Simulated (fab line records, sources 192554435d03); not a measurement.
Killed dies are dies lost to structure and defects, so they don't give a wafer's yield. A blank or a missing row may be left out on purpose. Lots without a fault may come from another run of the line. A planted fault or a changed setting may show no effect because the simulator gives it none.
One fault seen from 3 desks | flow n5_finfet | each desk has only its own numbers; what lay behind them comes last

THE TOOL OWNER'S DESK: rie_diel-03
The tool's own readings at N5_BEOL_M12_ETCH_68 (etches SOC in N2/H2, time 285 s): means of the sampled wafers that have a number, for each lot that ran on this tool. A lot is out of limits, marked OUT, if its mean lies more than 4 standard deviations from the usual mean; the brackets give that distance.
Columns: A = drypump_motor_current_A at N5_BEOL_M12_ETCH_68, usual 5.9 A; B = oes_product_au at N5_BEOL_M12_ETCH_68, usual 0.80 a.u.; C = rf_vpp_V at N5_BEOL_M12_ETCH_68, usual 524.6 V; D = run_length_s at N5_BEOL_M12_ETCH_68, usual 308.2 s; E = showerhead_plenum_p_Torr at N5_BEOL_M12_ETCH_68, usual 2.57 Torr; F = throttle_valve_pct at N5_BEOL_M12_ETCH_68, usual 17.73 %
lot  | first seen here | A   | B    | C     | D               | E    | F
L160 | day 14 07:16    | 5.3 | 0.91 | 524.5 | 308.4           | 2.55 | 17.39
L163 | day 16 10:02    | 5.6 | 0.87 | 525.7 | 281.0 (-78) OUT | 2.61 | 17.49
L166 | day 16 10:31    | 5.5 | 0.87 | 526.8 | 281.2 (-77) OUT | 2.61 | 17.50
This desk's finding: out of limits on L163, L166; first on L163, day 16 10:02 (run_length_s at N5_BEOL_M12_ETCH_68). In limits: L160.

THE METROLOGY DESK
What the gauges read, lot by lot, whatever tool the lot ran on: means of the sampled wafers that have a number. A lot is out of limits, marked OUT, if its mean lies more than 4 standard deviations from the usual mean; the brackets give that distance.
Columns: A = cd_nm at N5_BEOL_M12_CD_MEAS_28, usual 161.6 nm; B = M12_OVL at N5_BEOL_M12_OVL_MEAS_29, usual 1 nm
lot  | first seen here | A     | B
L161 | day 13 22:35    | 160.2 | -2
L160 | day 14 06:58    | 161.9 | 5
L163 | day 16 09:43    | 161.4 | 5
L166 | day 16 10:10    | 161.0 | -3
L176 | day 18 04:45    | 161.4 | -1
L178 | day 18 09:35    | 162.3 | -0
This desk's finding: nothing out of limits on any of the 6 lots.

THE DEFECT DESK
What the inspections along the route counted, lot by lot: means of the sampled wafers that have a number. A lot is out of limits, marked OUT, if its mean lies more than 4 standard deviations from the usual mean; the brackets give that distance.
Columns: A = raw_defect_count at N5_BEOL_M12_INSPECT_30, usual 2.0
lot  | first seen here | A
L161 | day 13 22:38    | 1.0
L160 | day 14 07:01    | 2.3
L163 | day 16 09:46    | 1.3
L166 | day 16 10:13    | 2.0
L176 | day 18 04:49    | 1.0
L178 | day 18 09:40    | 2.7
This desk's finding: nothing out of limits on any of the 6 lots.

PUT TOGETHER
The tool owner's desk could have raised an alarm at day 16 10:02, on L163, L166.
The metrology desk saw nothing out of limits.
The defect desk saw nothing out of limits.
The metrology desk has L163, L166 on record, within its limits.
The defect desk has L163, L166 on record, within its limits.
Of the lots named, all ran N5_BEOL_M12_ETCH_68 on rie_diel-03.

WHAT THE SIMULATOR HAD PUT IN
Process parameter drift: rie_diel-03, from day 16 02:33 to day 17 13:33, at N5_BEOL_M12_ETCH_68. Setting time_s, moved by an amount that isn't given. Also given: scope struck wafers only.
Lots struck among those shown: L163, L166.
Hours from the fault's start to each desk's first reading out of limits: the tool owner's desk, 7.
